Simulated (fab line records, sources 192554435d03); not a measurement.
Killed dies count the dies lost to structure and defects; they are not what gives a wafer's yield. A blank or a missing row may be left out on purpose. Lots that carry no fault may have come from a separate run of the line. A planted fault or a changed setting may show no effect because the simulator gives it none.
Matching of chambers :: flow n5_finfet :: rie_diel-02 running N5_BEOL_M1_ETCH_77: 4 sister chambers
The step etches underlayer in N2/H2, target depth 6.5 nm, time 5.2 s. 16 wafers are shown with their chamber, then 8 later ones without.

== WAFERS PAIRED WITH THEIR CHAMBERS ==
wafer: L078.1
chamber: 3
drypump_motor_current_A (A): 6.5
showerhead_plenum_p_Torr (Torr): 2.55
oes_product_au (a.u.): 0.59

wafer: L078.2
chamber: 2
drypump_motor_current_A (A): 6.3
showerhead_plenum_p_Torr (Torr): 2.44
oes_product_au (a.u.): 0.63

wafer: L078.4
chamber: 1
drypump_motor_current_A (A): 5.1
showerhead_plenum_p_Torr (Torr): 2.62
oes_product_au (a.u.): 0.60

wafer: L079.1
chamber: 2
drypump_motor_current_A (A): 6.3
showerhead_plenum_p_Torr (Torr): 2.44
oes_product_au (a.u.): 0.62

wafer: L079.3
chamber: 1
drypump_motor_current_A (A): 5.1
showerhead_plenum_p_Torr (Torr): 2.61
oes_product_au (a.u.): 0.61

wafer: L079.4
chamber: 0
drypump_motor_current_A (A): 6.4
showerhead_plenum_p_Torr (Torr): 2.60
oes_product_au (a.u.): 0.86

wafer: L084.3
chamber: 0
drypump_motor_current_A (A): 6.4
showerhead_plenum_p_Torr (Torr): 2.59
oes_product_au (a.u.): 0.84

wafer: L084.4
chamber: 2
drypump_motor_current_A (A): 6.4
showerhead_plenum_p_Torr (Torr): 2.43
oes_product_au (a.u.): 0.63

wafer: L084.6
chamber: 2
drypump_motor_current_A (A): 6.4
showerhead_plenum_p_Torr (Torr): 2.43
oes_product_au (a.u.): 0.62

wafer: L085.1
chamber: 3
drypump_motor_current_A (A): 6.4
showerhead_plenum_p_Torr (Torr): 2.54
oes_product_au (a.u.): 0.59

wafer: L085.3
chamber: 1
drypump_motor_current_A (A): 5.1
showerhead_plenum_p_Torr (Torr): 2.61
oes_product_au (a.u.): 0.60

wafer: L085.5
chamber: 2
drypump_motor_current_A (A): 6.3
showerhead_plenum_p_Torr (Torr): 2.43
oes_product_au (a.u.): 0.62

wafer: L087.1
chamber: 0
drypump_motor_current_A (A): 6.4
showerhead_plenum_p_Torr (Torr): 2.59
oes_product_au (a.u.): 0.83

wafer: L087.5
chamber: 0
drypump_motor_current_A (A): 6.4
showerhead_plenum_p_Torr (Torr): 2.59
oes_product_au (a.u.): 0.83

wafer: L087.6
chamber: 1
drypump_motor_current_A (A): 5.1
showerhead_plenum_p_Torr (Torr): 2.61
oes_product_au (a.u.): 0.59

wafer: L091.2
chamber: 0
drypump_motor_current_A (A): 6.4
showerhead_plenum_p_Torr (Torr): 2.59
oes_product_au (a.u.): 0.81

SIGNATURES, as means of the wafers listed above
reading: drypump_motor_current_A
chamber 0: 6.400
chamber 1: 5.100
chamber 2: 6.340
chamber 3: 6.450
scatter within a chamber: 0.0376

reading: showerhead_plenum_p_Torr
chamber 0: 2.5920
chamber 1: 2.6125
chamber 2: 2.4340
chamber 3: 2.5450
scatter within a chamber: 0.0052

reading: oes_product_au
chamber 0: 0.8340
chamber 1: 0.6000
chamber 2: 0.6240
chamber 3: 0.5900
scatter within a chamber: 0.0117
Rule: a wafer's distance from a chamber is the root of the sum, over the readings, of the square of ((its reading less the chamber's mean) divided by the reading's scatter). If the next closest chamber is less than 2 further off than the closest, the wafer can't be placed; otherwise it belongs to the closest. The scatter is the square root of a quotient: the sum, over the shown wafers, of each reading's squared deviation from its chamber's mean, divided by wafers minus chambers.

== WAFERS WITHOUT THEIR CHAMBER ==
wafer: L091.3
drypump_motor_current_A (A): 6.3
showerhead_plenum_p_Torr (Torr): 2.43
oes_product_au (a.u.): 0.62

wafer: L091.5
drypump_motor_current_A (A): 6.4
showerhead_plenum_p_Torr (Torr): 2.59
oes_product_au (a.u.): 0.81

wafer: L093.1
drypump_motor_current_A (A): 5.1
showerhead_plenum_p_Torr (Torr): 2.60
oes_product_au (a.u.): 0.59

wafer: L093.2
drypump_motor_current_A (A): 6.5
showerhead_plenum_p_Torr (Torr): 2.54
oes_product_au (a.u.): 0.57

wafer: L093.6
drypump_motor_current_A (A): 5.1
showerhead_plenum_p_Torr (Torr): 2.60
oes_product_au (a.u.): 0.60

wafer: L094.3
drypump_motor_current_A (A): 6.5
showerhead_plenum_p_Torr (Torr): 2.53
oes_product_au (a.u.): 0.57

wafer: L094.4
drypump_motor_current_A (A): 5.0
showerhead_plenum_p_Torr (Torr): 2.60
oes_product_au (a.u.): 0.59

wafer: L094.6
drypump_motor_current_A (A): 6.3
showerhead_plenum_p_Torr (Torr): 2.42
oes_product_au (a.u.): 0.61

== THE CHAMBER EACH PASSED THROUGH ==
wafer: L091.3
from the rows above: 2
in truth: 2

wafer: L091.5
from the rows above: 0
in truth: 0

wafer: L093.1
from the rows above: 1
in truth: 1

wafer: L093.2
from the rows above: 3
in truth: 3

wafer: L093.6
from the rows above: 1
in truth: 1

wafer: L094.3
from the rows above: 3
in truth: 3

wafer: L094.4
from the rows above: 1
in truth: 1

wafer: L094.6
from the rows above: 2
in truth: 2
Correctly placed: 8 of 8. Left unplaced by these rows: 0. 0 placed wrongly.
